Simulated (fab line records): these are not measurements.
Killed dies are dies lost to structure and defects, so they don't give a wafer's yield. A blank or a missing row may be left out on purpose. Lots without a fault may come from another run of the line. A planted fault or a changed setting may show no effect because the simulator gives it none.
fab line records    flow nand-harc
[record] lots = 7  wafers = 21  last-day = 34
route steps=1302 shown A_STAIRCASE@767 END@1302
lots with no fault: from the same line, run without faults
start-h: hours from the record's first day to the start of the lot's first wafer shown    wait-h: hours elapsed since this lot's preceding step    " as in the row above    L1.1+2: several wafers, shown together as one row    - either no value or no given start    * or withheld: withheld    < > ~ a bound
route shown NAME@n: names a module that has steps shown in the file, with the first one's number in the route    usual: mean/standard deviation of fault-free wafers    same: alike in all rows    chamber/n: place in a boat    sites: each site's reading    _std_site: the values' standard deviation    _edge_site: inner sites' mean taken away from outer sites' mean    radius-mm: for every site, how far away it sits from the centre of the wafer    mask NAME#n: copy n    behind: tool/chamber where the wafer was last shaped    hold: why the lot went on hold/how many hours it stayed there/how the hold came to an end    device: names the non-switching transistor (n, p or np)    end of line: tests of these same wafers at the route's end    a step given without rows: its recipe and nothing more    killed: at the first sort, the dies lost to defects and structure; wafer yield is something else    map: a wafer's dies, marking killed ones x, the rest . and places with no die _
set.NAME: setting as actually run; set.NAME@STEP: the setting as run at that earlier step    model.NAME: the simulator's own value behind a step, which no gauge read
certain route steps with their lots: each step a table, each wafer a row
services: a tool's chamber out of use, with start hour (start-h, from the record's first day; less than 0 if before it), hours out, and reason
[[steps]]
[step NHARC_A_STAIRCASE_ETCH_253]
[recipe] target-depth-a = 500  time-s = 20.2  ion-energy-ev = 400  c4f8-flow-sccm = 20  o2-flow-sccm = 10  ar-flow-sccm = withheld  rf-w = 600  bias-w = 1000  chemistry = C4F8/O2
[usual] chamber-pressure-mTorr = 25.002/0.022  oes-product-au = 0.954/0.023  rf-vpp-V = 898/6.6
[same] time-s = 20.2
lot.wafer  tool         chamber  start-h  wait-h  chamber-pressure-mTorr  oes-product-au  rf-hours-counter-h  rf-vpp-V
L352.2     rie-diel-11  3        367.27   0.1     25.011                  0.959           36                  897
L352.4     "            1        "        "       25.002                  0.971           35                  892
L352.1     "            2        "        "       25.011                  0.971           38                  890
L353.1     rie-diel-03  0        390.78   0.1     24.964                  0.945           37                  903
L353.4     "            1        "        "       25.019                  0.945           33                  892
L353.2     "            2        "        "       24.988                  0.948           32                  887
L363.4     rie-diel-11  2        468.44   0.1     25.026                  0.926           8                   892
L363.3     "            0        "        "       25.015                  0.922           7                   886
L363.1     "            1        "        "       25.007                  0.928           8                   892
L361.1     rie-diel-03  3        471.72   0.1     24.998                  0.984           2                   900
L361.2     "            0        "        "       24.993                  0.964           2                   903
L361.6     "            0        "        "       24.967                  0.972           -                   905
L366.1     rie-diel-03  1        506.61   0.2     24.982                  0.928           15                  894
L366.4     "            3        "        "       25.027                  0.949           11                  899
L366.5     "            2        "        "       24.991                  0.968           -                   905
L368.4     rie-diel-11  2        538.01   0.1     24.997                  0.972           33                  892
L368.5     "            0        "        "       25.024                  0.957           -                   886
L368.6     "            1        "        "       24.970                  1.000           -                   890
L374.3     rie-diel-04  3        594.19   0.1     25.004                  0.917           17                  906
L374.1     "            0        "        "       24.998                  0.930           17                  905
L374.4     "            1        "        "       25.007                  0.901           15                  902
[step NHARC_A_STAIRCASE_STRIP_254]
[recipe] power-w = 1500  temp-c = 250  chemistry = O2
[usual] drypump-motor-current-A = 6.00/0.14  heater-power-w = 325/38
lot.wafer  tool             chamber  start-h  wait-h  drypump-motor-current-A  heater-power-w  rf-hours-counter-h
L352.2     plasma-asher-01  1        367.35   -       6.11                     349             3
L352.1     "                0        "        "       6.08                     337             3
L352.4     "                0        "        "       6.10                     336             -
L353.1     plasma-asher-02  1        390.86   -       6.08                     339             24
L353.2     "                0        "        "       5.78                     276             24
L353.4     "                0        "        "       5.80                     274             -
L363.1     plasma-asher-02  0        468.58   -       5.84                     268             3
L363.4     "                1        "        "       6.11                     354             -
L363.3     "                0        "        "       5.83                     269             -
L361.2     plasma-asher-02  0        471.81   -       5.80                     271             4
L361.1     "                1        "        "       6.11                     363             4
L361.6     "                1        "        "       6.12                     354             -
L366.1     plasma-asher-02  1        506.69   -       6.10                     355             12
L366.4     "                1        "        "       6.10                     369             -
L366.5     "                0        "        "       5.79                     279             -
L368.4     plasma-asher-01  0        538.23   -       6.07                     342             -
L368.5     "                1        "        "       6.13                     341             -
L368.6     "                0        "        "       6.08                     347             -
L374.1     plasma-asher-01  0        594.27   -       6.06                     356             13
L374.4     "                0        "        "       6.07                     356             -
L374.3     "                1        "        "       6.12                     345             -
[step NHARC_A_STAIRCASE_STRIP_255]
[recipe] time-s = 900  temp-c = 130  chemistry = SPM
[step NHARC_A_STAIRCASE_PRECLEAN_256]
[recipe] time-s = *  temp-c = 50  bath-age-min = 0  chemistry = SC1
[step NHARC_A_STAIRCASE_SRD_257]
[step NHARC_A_STAIRCASE_HM_DEP_456]
[recipe] target-thk-a = 31000  temp-c = 400  material = aC
[usual] throttle-valve-pct = 34.999/0.0084
lot.wafer  tool        chamber  start-h  wait-h  throttle-valve-pct
L352.1     acl-dep-03  0        368.17   -       34.978
L352.2     "           0        "        "       34.988
L352.4     "           0        "        "       35.003
L353.1     acl-dep-01  0        393.74   -       34.991
L353.2     "           0        "        "       34.996
L353.4     "           0        "        "       35.005
L363.1     acl-dep-01  0        469.36   -       34.989
L363.3     "           0        "        "       34.995
L363.4     "           0        "        "       35.009
L361.1     acl-dep-02  0        472.62   -       35.008
L361.2     "           0        "        "       35.008
L361.6     "           0        474.17   -       35.001
L366.1     acl-dep-03  0        510.51   -       35.000
L366.4     "           0        "        "       35.002
L366.5     "           0        "        "       35.009
L368.4     acl-dep-01  0        539.83   -       34.992
L368.5     "           0        "        "       34.987
L368.6     "           0        "        "       34.995
L374.1     acl-dep-01  0        596.13   -       35.010
L374.3     "           0        "        "       35.008
L374.4     "           0        "        "       35.003
[step NHARC_A_STAIRCASE_DEP_259]
[recipe] target-thk-a = 300  target-thk-nm = 30  temp-c = 400  pressure-torr = 3.5  flow-sccm = 200  rf-w = 350  material = SiON
[usual] heater-power-outer-w = 427/65  heater-power-w = 707/97
lot.wafer  tool      chamber  start-h  wait-h  heater-power-outer-w  heater-power-w
L352.1     pecvd-02  2        370.22   1.7     351                   595
L352.2     "         0        "        "       467                   737
L352.4     "         0        "        "       458                   761
L353.1     pecvd-02  2        395.67   1.6     263                   472
L353.2     "         0        "        "       461                   728
L353.4     "         1        "        "       433                   723
L363.3     pecvd-02  2        471.21   0.9     345                   605
L363.1     "         1        "        "       421                   711
L363.4     "         0        "        "       462                   727
L361.2     pecvd-04  0        474.50   1.3     601                   956
L361.1     "         1        "        "       367                   600
L361.6     "         2        "        "       473                   788
L366.1     pecvd-03  2        512.36   1.5     432                   694
L366.5     "         2        "        "       435                   698
L366.4     "         0        "        "       489                   806
L368.6     pecvd-02  0        540.86   0.1     422                   657
L368.4     "         1        "        "       429                   721
L368.5     "         2        "        "       278                   501
L374.1     pecvd-04  1        598.06   1.6     446                   720
L374.3     "         2        "        "       382                   666
L374.4     "         1        "        "       459                   719
[step NHARC_A_STAIRCASE_DEHYDRATE_260]
[recipe] temp-c = 150  time-s = 120
[step NHARC_A_STAIRCASE_HMDS_261]
[recipe] time-s = 30
[step NHARC_A_STAIRCASE_COAT_262]
[recipe] spin-rpm = 1200
[step NHARC_A_STAIRCASE_SOFTBAKE_263]
[recipe] temp-c = 135  time-s = 170
[step NHARC_A_STAIRCASE_EBR_264]
[step NHARC_A_STAIRCASE_EXPOSE_265]
[recipe] na = 0.5  dose-mj = 25.01  mask-id = CHOP_200
[usual] exposure-dose-mJ-cm2 = 25.011/0.024
lot.wafer  tool            chamber  start-h  wait-h  mask        exposure-dose-mJ-cm2
L352.1     krf-scanner-02  0        370.69   -       CHOP_200#0  25.012
L352.2     "               0        "        "       CHOP_200#0  25.016
L352.4     "               0        "        "       CHOP_200#0  25.033
L353.1     krf-scanner-01  0        396.12   -       CHOP_200#0  25.016
L353.2     "               0        "        "       CHOP_200#0  25.009
L353.4     "               0        "        "       CHOP_200#0  25.008
L363.1     krf-scanner-03  0        471.81   -       CHOP_200#0  25.006
L363.3     "               0        "        "       CHOP_200#0  24.991
L363.4     "               0        "        "       CHOP_200#0  24.959
L361.1     krf-scanner-02  0        475.11   -       CHOP_200#0  23.884
L361.2     "               0        "        "       CHOP_200#0  23.906
L361.6     "               0        "        "       CHOP_200#0  23.892
L366.1     krf-scanner-02  0        512.97   -       CHOP_200#0  23.867
L366.4     "               0        "        "       CHOP_200#0  23.886
L366.5     "               0        "        "       CHOP_200#0  23.904
L368.4     krf-scanner-02  0        541.40   -       CHOP_200#0  23.885
L368.5     "               0        "        "       CHOP_200#0  23.887
L368.6     "               0        "        "       CHOP_200#0  23.904
L374.1     krf-scanner-01  0        598.64   -       CHOP_200#0  25.033
L374.3     "               0        "        "       CHOP_200#0  25.002
L374.4     "               0        "        "       CHOP_200#0  24.957
[step NHARC_A_STAIRCASE_PEB_266]
[recipe] peb-temp-c = 115  peb-time-s = 130
[step NHARC_END_SORT_01]
[recipe] temp-c = 25
[usual] killed-at-array = 55/19  killed-at-other = 0.9/1.4  killed-at-periphery = 3.8/2.9  killed-dies = 60/19  killed-open = 3.3/1.8  killed-short = 2.6/1.6
[same] gross-dies = 677
lot.wafer  tool       chamber  start-h  wait-h  killed-at-array  killed-at-other  killed-at-periphery  killed-dies  killed-open  killed-short
L353.1     prober-01  0        588.66   2.5     60               3                0                    63           2            2
L353.2     prober-01  0        589.46   2.8     83               1                3                    87           3            5
L353.4     prober-01  0        591.06   3.4     79               2                1                    82           2            3
L363.1     prober-02  0        667.92   2.5     34               0                12                   46           2            2
L363.3     prober-02  0        669.50   3.1     28               0                11                   39           5            3
L363.4     prober-02  0        670.30   3.4     44               0                11                   55           4            2
L366.4     prober-01  0        705.72   3.4     43               0                9                    52           3            2
// killed by level:class
L353.1 A_CHANNEL_HOLE_D2:chamber-film-flake=26 A_CHANNEL_HOLE_D1:chamber-film-flake=23 A_CONTACT:chamber-film-flake=4 A_SGD_CUT:chamber-film-flake=2 THIN_TSV:chamber-film-flake=2 A_CHANNEL_FILL_D2:geometric-particle:open=1 A_BLC:geometric-particle:short=1 A_BLC:geometric-particle:open=1
L353.2 A_CHANNEL_HOLE_D1:chamber-film-flake=39 A_CHANNEL_HOLE_D2:chamber-film-flake=22 A_CONTACT:chamber-film-flake=9 A_STAIRCASE:chamber-film-flake=4 A_SGD_CUT:chamber-film-flake=2 P_GATE:geometric-particle:short=1 P_M1:geometric-particle:open=1 A_ONON_D1:geometric-particle:short=1
L353.4 A_CHANNEL_HOLE_D2:chamber-film-flake=29 A_CHANNEL_HOLE_D1:chamber-film-flake=26 A_CONTACT:chamber-film-flake=13 A_STAIRCASE:chamber-film-flake=2 A_SGD_CUT:chamber-film-flake=2 THIN_TSV:chamber-film-flake=2 P_M1:geometric-particle:open=1 A_SGD_CUT:geometric-particle:short=1
L363.1 A_CHANNEL_HOLE_D2:chamber-film-flake=14 A_SLIT:chamber-film-flake=7 A_CONTACT:chamber-film-flake=6 P_GATE:chamber-film-flake=4 P_BONDPAD:chamber-film-flake=4 A_CHANNEL_HOLE_D1:chamber-film-flake=4 P_M0:geometric-particle:open=1 P_M0:geometric-particle:short=1
L363.3 A_CHANNEL_HOLE_D2:chamber-film-flake=6 P_GATE:chamber-film-flake=5 A_CHANNEL_HOLE_D1:chamber-film-flake=5 A_CONTACT:chamber-film-flake=5 A_SLIT:chamber-film-flake=4 P_BONDPAD:chamber-film-flake=3 A_STAIRCASE:chamber-film-flake=2 P_GATE:geometric-particle:open=1
L363.4 A_CHANNEL_HOLE_D2:chamber-film-flake=12 A_CHANNEL_HOLE_D1:chamber-film-flake=7 A_STAIRCASE:chamber-film-flake=6 A_CONTACT:chamber-film-flake=5 A_SLIT:chamber-film-flake=4 P_STI:chamber-film-flake=3 P_GATE:chamber-film-flake=3 P_BONDPAD:chamber-film-flake=3
L366.4 A_SLIT:chamber-film-flake=24 P_GATE:chamber-film-flake=5 A_CHANNEL_HOLE_D1:chamber-film-flake=5 A_CONTACT:chamber-film-flake=4 A_SOURCE_PLATE:geometric-particle:open=2 P_ZERO_WELL:chamber-film-flake=2 P_CONTACT:chamber-film-flake=2 A_STAIRCASE:chamber-film-flake=2
[[services]]
tool             chamber  start-h  hours  kind
krf-scanner-03   -        343.31   26.2   repair
plasma-asher-02  -        366.67   0.7    repair
rie-diel-03      -        368.51   0.6    repair
acl-dep-01       -        371.68   13.0   pm
pecvd-02         -        408.00   13.0   pm
krf-scanner-01   -        425.82   4.8    repair
krf-scanner-02   -        428.06   1.3    repair
plasma-asher-01  -        432.26   1.8    repair
rie-diel-11      -        434.79   9.0    pm
krf-scanner-02   -        438.02   4.0    pm
plasma-asher-02  -        447.84   9.0    pm
pecvd-04         -        450.00   13.0   pm
rie-diel-03      -        458.59   9.0    pm
pecvd-04         0        482.87   4.0    repair
acl-dep-03       -        483.64   13.0   pm
krf-scanner-01   -        484.00   4.0    pm
plasma-asher-02  -        513.49   2.5    repair
rie-diel-03      2        517.55   7.5    repair
plasma-asher-01  -        519.00   9.0    pm
krf-scanner-01   -        534.83   1.7    repair
rie-diel-03      3        546.16   10.6   repair
acl-dep-01       -        554.33   13.0   pm
pecvd-04         1        574.37   3.9    repair
pecvd-02         -        589.04   13.0   pm
[[key]]
[first-sign] step = NHARC_A_STAIRCASE_EXPOSE_265  reading = exposure-dose-mJ-cm2  direction = down  sigmas = 46  usual = 25.011  struck = 23.891
effect none on later readings
met-at NHARC_A_STAIRCASE_EXPOSE_265
struck-wafers L361.1,L361.2,L361.6,L366.1,L366.4,L366.5,L368.4,L368.5,L368.6
tester-left-out L361,L366,L368
onset-between 370.69 475.11
[fault] kind = process-parameter-drift  tool = krf-scanner-02  chamber = -  onset-h = 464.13  steps = NHARC_A_STAIRCASE_EXPOSE_265  channel = dose-mj  offset = -1.1162  shape = step  acts-in = these-recipes-only  stated = 25.01
// tester-left-out: of these lots the tester's yield and bins aren't shown, on N5 and GAA mostly nor the transistor test; their killed dies are dies lost to structure and defects alone, not to doping, threshold or leakage, so they don't give the yield
